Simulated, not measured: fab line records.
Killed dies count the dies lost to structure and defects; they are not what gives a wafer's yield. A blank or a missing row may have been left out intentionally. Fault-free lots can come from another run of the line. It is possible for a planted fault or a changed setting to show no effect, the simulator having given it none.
Chamber matching / flow nand-harc / rie-diel-11 running NHARC_A_CHANNEL_FILL_D2_ETCHBACK_20: 4 sister chambers
The step etches the open film in C4F8/O2/Ar, target depth 27 nm, time 13.5 s. 8 wafers are shown with their chamber, then 12 later ones without.

WAFERS, EACH WITH ITS CHAMBER
wafer=L088.4; chamber=3; rf-vpp-V (V)=974; oes-product-au (a.u.)=0.998
wafer=L089.2; chamber=2; rf-vpp-V (V)=976; oes-product-au (a.u.)=0.935
wafer=L090.4; chamber=0; rf-vpp-V (V)=973; oes-product-au (a.u.)=1.000
wafer=L090.5; chamber=2; rf-vpp-V (V)=977; oes-product-au (a.u.)=0.992
wafer=L090.6; chamber=3; rf-vpp-V (V)=973; oes-product-au (a.u.)=1.015
wafer=L093.2; chamber=1; rf-vpp-V (V)=986; oes-product-au (a.u.)=0.970
wafer=L093.4; chamber=0; rf-vpp-V (V)=974; oes-product-au (a.u.)=0.976
wafer=L093.5; chamber=1; rf-vpp-V (V)=985; oes-product-au (a.u.)=0.967

WAFERS WITHOUT THEIR CHAMBER
wafer=L094.2; rf-vpp-V (V)=974; oes-product-au (a.u.)=0.984
wafer=L094.4; rf-vpp-V (V)=974; oes-product-au (a.u.)=0.994
wafer=L094.5; rf-vpp-V (V)=972; oes-product-au (a.u.)=0.995
wafer=L094.1; rf-vpp-V (V)=986; oes-product-au (a.u.)=0.995
wafer=L094.3; rf-vpp-V (V)=977; oes-product-au (a.u.)=1.001
wafer=L094.6; rf-vpp-V (V)=973; oes-product-au (a.u.)=0.993
wafer=L096.1; rf-vpp-V (V)=974; oes-product-au (a.u.)=0.989
wafer=L096.3; rf-vpp-V (V)=987; oes-product-au (a.u.)=0.971
wafer=L096.6; rf-vpp-V (V)=986; oes-product-au (a.u.)=0.972
wafer=L096.2; rf-vpp-V (V)=972; oes-product-au (a.u.)=0.975
wafer=L096.4; rf-vpp-V (V)=979; oes-product-au (a.u.)=0.972
wafer=L096.5; rf-vpp-V (V)=979; oes-product-au (a.u.)=0.975

WHICH CHAMBER EACH WENT THROUGH
wafer=L094.2; from the rows above=can't be placed: 0 or 3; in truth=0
wafer=L094.4; from the rows above=can't be placed: 0 or 3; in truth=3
wafer=L094.5; from the rows above=can't be placed: 0 or 3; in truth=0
wafer=L094.1; from the rows above=1; in truth=1
wafer=L094.3; from the rows above=2; in truth=2
wafer=L094.6; from the rows above=can't be placed: 0 or 3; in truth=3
wafer=L096.1; from the rows above=can't be placed: 0 or 3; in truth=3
wafer=L096.3; from the rows above=1; in truth=1
wafer=L096.6; from the rows above=1; in truth=1
wafer=L096.2; from the rows above=can't be placed: 0 or 3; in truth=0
wafer=L096.4; from the rows above=2; in truth=2
wafer=L096.5; from the rows above=2; in truth=2
Placed correctly: 6 of 12. Cannot be placed on the basis of these rows: 6; the candidates contain the true chamber in 6. Number placed wrongly: 0.
How it was worked out, from the rows above alone: a wafer's distance from a chamber is the root of the sum, over the readings, of the square of ((its reading less the chamber's mean) divided by the reading's scatter). The wafer belongs to the nearest chamber; if the next one is less than 2 further off, it can't be placed. The mean given for a chamber averages the wafers shown for that chamber. The scatter: the root of (the sum of the squares of (reading less its chamber's mean) over the shown wafers, divided by (wafers less chambers)).
